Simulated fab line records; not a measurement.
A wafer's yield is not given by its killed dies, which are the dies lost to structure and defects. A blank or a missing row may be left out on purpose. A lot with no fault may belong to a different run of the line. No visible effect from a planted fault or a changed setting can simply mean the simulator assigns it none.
Comparing a struck lot with a sound one :: flow n5_finfet :: 14 steps out of a route of 1938
Sound: these wafers, L800.1, L800.3, L800.4. The struck wafers were L794.3, L794.5, L794.6. Last of all comes the cause.
Each step with rows lists, per side, the tool, then ch with its chambers, then its first start. Under that, the readings that differ: sound wafers :: struck wafers :: difference of the means :: sigmas: that difference in standard deviations of wafers without a fault.
alike: a reading whose means differ by less than 2 such deviations, as well as words and numbers matching on both sides. not compared: withheld readings; readings where some wafer has no value; bounds like >300 that might hide an equal value; numbers whose values overlap and for which the record gives no deviation.
Wherever a step has rows on one side only, a row that says differs or no value, or a row with sigmas, the two part there. Numbers that don't overlap but have no deviation are shown without sigmas and don't part them. Lack of a reading on every wafer of one side parts them only where that side has two or more wafers.

N5_WELL_APT_OVL_MEAS_09:
  sound on overlay-02 ch 0, day 4 19:38; struck on overlay-01 ch 0, day 3 08:04
  alike: NWELL_OVL
N5_WELL_APT_INSPECT_10: inspects for defects (macro).
  sound on defect_inspect-02, day 4 19:39; struck on defect_inspect-02, day 3 08:05
  alike: raw_defect_count
N5_WELL_APT_DESCUM_13: chemistry O2, time 7.9 s.
  sound on rie_diel-06 ch 0,1,2, day 4 19:41; struck on rie_diel-04 ch 1,3, day 3 08:08
  alike: bias_power_w, drypump_motor_current_A, oes_product_au, rf_vpp_V, showerhead_plenum_p_Torr, temp_c, throttle_valve_pct
  not compared: rf_hours_counter_h
then, 9 steps without rows for these wafers: N5_WELL_APT_IMPLANT_14; N5_WELL_APT_IMPLANT_15; N5_WELL_APT_STRIP_16 (strips in SPM, time 900 s); N5_WELL_APT_HMDS_18 (time 60 s); N5_WELL_APT_COAT_19 (resist thk 950 nm); N5_WELL_APT_EBR_21; N5_WELL_APT_SOFTBAKE_20 (time 60 s); N5_WELL_APT_EXPOSE_22 (exposes mask PWELL, defocus 0 nm, target cd 200 nm); N5_WELL_APT_PEB_23 (peb time 90 s).
N5_WELL_APT_DEVELOP_24: develop time 45 s.
  sound on litho_track-05 ch 0, day 4 20:37; struck on litho_track-03, day 3 09:10
  no value came back on the struck wafers for chill_plate_temp_C (C), develop_time_s (s), resist_line_temp_C (C); on the sound wafers chill_plate_temp_C (C) reads 23.04 23.10 23.11
reading: model.coat_of_WELL_APT_COAT_19.thk_nm (nm)
sound: 938 935.7 938.4
struck: 952.9 956.2 954.3
difference: +17.1
sigmas: 
then, 1 step without rows for these wafers: N5_WELL_APT_HARDBAKE_29 (time 120 s).

WHERE THEY PART
Within this record, at N5_WELL_APT_DEVELOP_24 only.

WHY: whatever the simulator had introduced
Entire step skipped (litho_track-03, N5_WELL_APT_DEVELOP_24), from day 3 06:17 onward. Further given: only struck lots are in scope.
